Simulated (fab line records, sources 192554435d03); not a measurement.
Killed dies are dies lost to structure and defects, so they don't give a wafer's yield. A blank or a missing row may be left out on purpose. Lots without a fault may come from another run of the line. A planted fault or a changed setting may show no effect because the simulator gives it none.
Chamber matching | flow n5_finfet | N5_BEOL_M2_ETCHBACK_99 on rie_diel-06: 4 sister chambers
The step etches SiO2 in CHF3, target depth 5 nm, time 10.4 s. 4 wafers are shown with their chamber, then 8 later ones without.

WAFERS WITH THEIR CHAMBER
wafer  | chamber | drypump_motor_current_A (A)
L079.1 | 1       | 6.5
L088.1 | 2       | 5.4
L088.3 | 0       | 5.3
L092.2 | 3       | 4.8

WAFERS WITHOUT THEIR CHAMBER
wafer  | drypump_motor_current_A (A)
L092.4 | 5.4
L092.6 | 4.8
L094.2 | 4.8
L094.3 | 6.4
L094.5 | 6.5
L095.1 | 5.3
L095.2 | 5.4
L095.4 | 4.8

WHICH CHAMBER EACH WENT THROUGH
wafer  | from the rows above | in truth
L092.4 | 2                   | 2
L092.6 | 3                   | 3
L094.2 | 3                   | 3
L094.3 | 1                   | 1
L094.5 | 1                   | 1
L095.1 | 0                   | 0
L095.2 | 2                   | 2
L095.4 | 3                   | 3
Placed correctly: 8 of 8. Can't be placed from these rows: 0. Placed wrongly: 0.
How it was worked out, from the rows above alone: a wafer's distance from a chamber is the root of the sum, over the readings, of the square of ((its reading less the chamber's mean) divided by the reading's scatter). The wafer belongs to the nearest chamber; if the next one is less than 2 further off, it can't be placed. A chamber's mean is the mean of its shown wafers. The scatter: with one shown wafer a chamber, the root of the mean of the squares of how far each hidden wafer lies from its nearest shown one.
